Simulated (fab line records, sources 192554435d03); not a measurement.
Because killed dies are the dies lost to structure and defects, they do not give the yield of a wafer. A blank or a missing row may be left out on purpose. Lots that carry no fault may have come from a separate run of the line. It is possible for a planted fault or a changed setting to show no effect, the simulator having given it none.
The tool behind it: which one? ; flow n5Finfet ; Sampling: 12 lots, 36 wafers, 2 of 1938 route steps

## WHAT EACH GAUGE READ, for each wafer
N5_PMOS_HMC_CHANNEL_EPI_OVL_MEAS_10.
lot;measured;on;PMOS_HMC_BLK_OVL (nm)
L075;day 1 22:53;overlay-01;-0.7 -0.9 -1.2
L077;day 2 11:37;overlay-02;-0.5 -0.4 0.2
L079;day 2 23:50;overlay-01;-1.6 -1.4 -0.5
L081;day 3 11:28;overlay-01;0.9 1.0 -0.1
L083;day 3 23:20;overlay-02;-0.8 0.1 -0.4
L085;day 4 11:46;overlay-01;-0.4 -0.2 -0.4
L087;day 4 23:14;overlay-01;-0.5 -0.8 0.3
L089;day 5 11:14;overlay-01;1.0 1.3 0.1
L091;day 5 23:34;overlay-01;-1.2 -1.8 -0.6
L093;day 6 11:41;overlay-02;0.6 0.6 0.3
L095;day 6 23:31;overlay-01;0.0 -0.4 0.7
L097;day 7 11:13;overlay-02;0.8 0.8 0.3

## EACH LOT AND THE TOOL THAT RAN IT (in order: tool; ch and the chambers of the sampled wafers; start)
lot;N5_WELL_APT_RTA_34
L075;rtpAnneal-01 ch 0, day 1 21:41
L077;rtpAnneal-02 ch 0, day 2 10:11
L079;rtpAnneal-01 ch 0, day 2 22:02
L081;rtpAnneal-01 ch 0, day 3 10:08
L083;rtpAnneal-01 ch 0, day 3 22:08
L085;rtpAnneal-02 ch 0, day 4 10:26
L087;rtpAnneal-01 ch 0, day 4 21:49
L089;rtpAnneal-02 ch 0, day 5 10:01
L091;rtpAnneal-01 ch 0, day 5 22:16
L093;rtpAnneal-01 ch 0, day 6 10:23
L095;rtpAnneal-01 ch 0, day 6 22:11
L097;rtpAnneal-01 ch 0, day 7 09:49
- N5_WELL_APT_RTA_34: time 10 s.

## THE ANSWER, worked out from the rows above alone
Rule: usual is defined by the lots themselves. Put in order of their means at a reading, lots are off if they are a third of the lots or fewer, leave a main group of 4 or more, and stand apart from it by a gap of 3 or more times the standard deviation of the main group's means; of several such gaps the widest counts. A main group whose means are all the same, to the digits that the tables above print for the reading, isn't used. A lot without any number at a reading at which 4 lots or more have one is off too. Where the step has rows for the other lots, those lots are counted as sound.
Nothing can be told from this: no lot is off at any reading shown.

## WHAT HAD BEEN PUT IN BY THE SIMULATOR
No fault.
